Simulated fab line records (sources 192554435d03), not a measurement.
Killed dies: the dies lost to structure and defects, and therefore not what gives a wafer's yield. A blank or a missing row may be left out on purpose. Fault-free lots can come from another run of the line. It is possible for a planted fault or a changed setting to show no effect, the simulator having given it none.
Which tool was responsible? :: flow n5_finfet :: 9 lots with 27 wafers sampled at 3 steps, on a route of 1938 steps

== WHAT THE GAUGES READ, wafer by wafer ==
N5_BEOL_M5_OVL_MEAS_29.
lot: L309
measured: day 9 02:19
on: overlay-01
V4_OVL (nm): 0.8 0.0 0.9

lot: L312
measured: day 10 01:33
on: overlay-01
V4_OVL (nm): 0.3 -0.8 0.0

lot: L313
measured: day 10 05:38
on: overlay-01
V4_OVL (nm): -0.8 -0.7 -1.0

lot: L315
measured: day 10 22:47
on: overlay-02
V4_OVL (nm): 0.5 -0.2 0.1

lot: L324
measured: day 12 11:13
on: overlay-01
V4_OVL (nm): -0.9 -0.6 0.3

lot: L325
measured: day 12 17:23
on: overlay-02
V4_OVL (nm): 6.8 6.7 6.2

lot: L323
measured: day 12 21:00
on: overlay-02
V4_OVL (nm): 7.0 7.9 6.8

lot: L329
measured: day 13 18:08
on: overlay-02
V4_OVL (nm): 1.3 0.2 0.6

lot: L328
measured: day 13 18:05
on: overlay-01
V4_OVL (nm): 0.3 0.1 0.1

== EACH LOT AND THE TOOL THAT RAN IT (in order: tool; ch and the chambers of the sampled wafers; start) ==
lot: L309
N5_BEOL_M5_ETCH_61: rie_diel-05 ch 1,2,3, day 9 01:13
N5_BEOL_M5_EXPOSE_25: euv_scanner-01 ch 0, day 9 02:10

lot: L312
N5_BEOL_M5_ETCH_61: rie_diel-05 ch 0,3, day 9 22:46
N5_BEOL_M5_EXPOSE_25: euv_scanner-01 ch 0, day 10 01:23

lot: L313
N5_BEOL_M5_ETCH_61: rie_diel-05 ch 0,2,3, day 10 03:08
N5_BEOL_M5_EXPOSE_25: euv_scanner-02 ch 0, day 10 05:28

lot: L315
N5_BEOL_M5_ETCH_61: rie_diel-06 ch 0,2, day 10 20:50
N5_BEOL_M5_EXPOSE_25: euv_scanner-02 ch 0, day 10 22:37

lot: L324
N5_BEOL_M5_ETCH_61: rie_diel-06 ch 0,1,2, day 12 08:59
N5_BEOL_M5_EXPOSE_25: euv_scanner-01 ch 0, day 12 11:04

lot: L325
N5_BEOL_M5_ETCH_61: rie_diel-06 ch 0,1,3, day 12 12:43
N5_BEOL_M5_EXPOSE_25: euv_scanner-01 ch 0, day 12 17:14

lot: L323
N5_BEOL_M5_ETCH_61: rie_diel-03 ch 1,2,3, day 12 19:02
N5_BEOL_M5_EXPOSE_25: euv_scanner-01 ch 0, day 12 20:49

lot: L329
N5_BEOL_M5_ETCH_61: rie_diel-06 ch 1,2,3, day 13 15:52
N5_BEOL_M5_EXPOSE_25: euv_scanner-02 ch 0, day 13 17:58

lot: L328
N5_BEOL_M5_ETCH_61: rie_diel-03 ch 0,2, day 13 16:01
N5_BEOL_M5_EXPOSE_25: euv_scanner-02 ch 0, day 13 17:55
- N5_BEOL_M5_ETCH_61: etches SiARC in CF4, target depth 15.6 nm, time 26 s.
- N5_BEOL_M5_EXPOSE_25: exposes mask V4, defocus 10 nm.

== THE ANSWER, worked out from the rows above alone ==
Rule: the usual values come from the lots themselves. The widest of any qualifying gaps counts: lots, ordered by their means at a reading, are off when they make up no more than a third of the lots, leave a main group of 4 or more, and stand apart from it by 3 or more times the standard deviation of that group's means. If all means in a main group match to the digits the tables above print for the reading, that group is not used. Also off: a lot with no number at a reading for which 4 or more lots have one. Where the step has rows for the other lots, those lots are counted as sound.
Off: L325, L323, seen at N5_BEOL_M5_OVL_MEAS_29 (V4_OVL). Main group: mean 0.0 nm, sd 0.5.
If a tool, at a process step before that reading, ran all the lots that are off and no sound lot after the first of them, it fits. Those tools and the gauges at N5_BEOL_M5_OVL_MEAS_29 are tried in the same way. One fits: N5_BEOL_M5_EXPOSE_25 on euv_scanner-01. Its last sound lot is L324 (day 12 11:04), its first lot that is off L325 (day 12 17:14): a fault that began between those two fits.

== WHAT WAS PUT IN BY THE SIMULATOR ==
Scanner matching overlay: euv_scanner-01, from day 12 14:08 on, at N5_BEOL_M5_EXPOSE_25. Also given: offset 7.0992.
Lots struck among those shown: L325, L323. The same result came from the rule above.
